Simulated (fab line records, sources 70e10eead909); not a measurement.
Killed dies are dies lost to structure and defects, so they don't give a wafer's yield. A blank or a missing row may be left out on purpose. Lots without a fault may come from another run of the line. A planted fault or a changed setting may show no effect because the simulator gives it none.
Chamber matching | flow nand_harc | NHARC_A_STAIRCASE_STRIP_476 on rie_diel-04: 3 sister chambers
The step strips in O2, time 20 s. 14 wafers are shown with their chamber, then 4 later ones without.

WAFERS WITH THEIR CHAMBER
wafer  | chamber | showerhead_plenum_p_Torr (Torr) | drypump_motor_current_A (A) | oes_product_au (a.u.)
L079.1 | 0       | 3.31                            | 6.1                         | 0.994
L079.4 | 1       | 3.63                            | 6.8                         | 1.003
L079.5 | 3       | 3.44                            | 6.0                         | 0.998
L080.3 | 1       | 3.62                            | 6.7                         | 0.996
L080.4 | 1       | 3.62                            | 6.7                         | 1.001
L080.5 | 0       | 3.30                            | 6.1                         | 0.990
L086.2 | 3       | 3.42                            | 6.0                         | 0.994
L086.4 | 0       | 3.29                            | 6.1                         | 1.000
L086.6 | 1       | 3.61                            | 6.7                         | 0.989
L085.1 | 1       | 3.61                            | 6.8                         | 1.008
L085.2 | 0       | 3.29                            | 6.1                         | 0.998
L085.5 | 3       | 3.42                            | 6.1                         | 1.001
L094.1 | 3       | 3.41                            | 6.0                         | 1.005
L094.2 | 1       | 3.59                            | 6.8                         | 1.002

SIGNATURES (means of the wafers above)
reading                  | chamber 0 | chamber 1 | chamber 3 | scatter within a chamber
showerhead_plenum_p_Torr | 3.2975    | 3.6133    | 3.4225    | 0.0124
drypump_motor_current_A  | 6.100     | 6.750     | 6.025     | 0.0452
oes_product_au           | 0.99550   | 0.99983   | 0.99950   | 0.00555
Rule: a wafer's distance from a chamber is the root of the sum, over the readings, of the square of ((its reading less the chamber's mean) divided by the reading's scatter). The wafer belongs to the nearest chamber; if the next one is less than 2 further off, it can't be placed. The scatter: the root of (the sum of the squares of (reading less its chamber's mean) over the shown wafers, divided by (wafers less chambers)).

WAFERS WITHOUT THEIR CHAMBER
wafer  | showerhead_plenum_p_Torr (Torr) | drypump_motor_current_A (A) | oes_product_au (a.u.)
L094.4 | 3.79                            | 6.1                         | 1.005
L093.4 | 3.79                            | 6.1                         | 0.996
L097.1 | 3.59                            | 6.7                         | 1.002
L097.4 | 3.79                            | 6.1                         | 1.003

WHICH CHAMBER EACH WENT THROUGH
wafer  | from the rows above | in truth
L094.4 | 1                   | 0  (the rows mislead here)
L093.4 | 1                   | 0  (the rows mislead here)
L097.1 | 1                   | 1
L097.4 | 1                   | 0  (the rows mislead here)
Placed correctly: 1 of 4. Can't be placed from these rows: 0. Placed wrongly: 3.
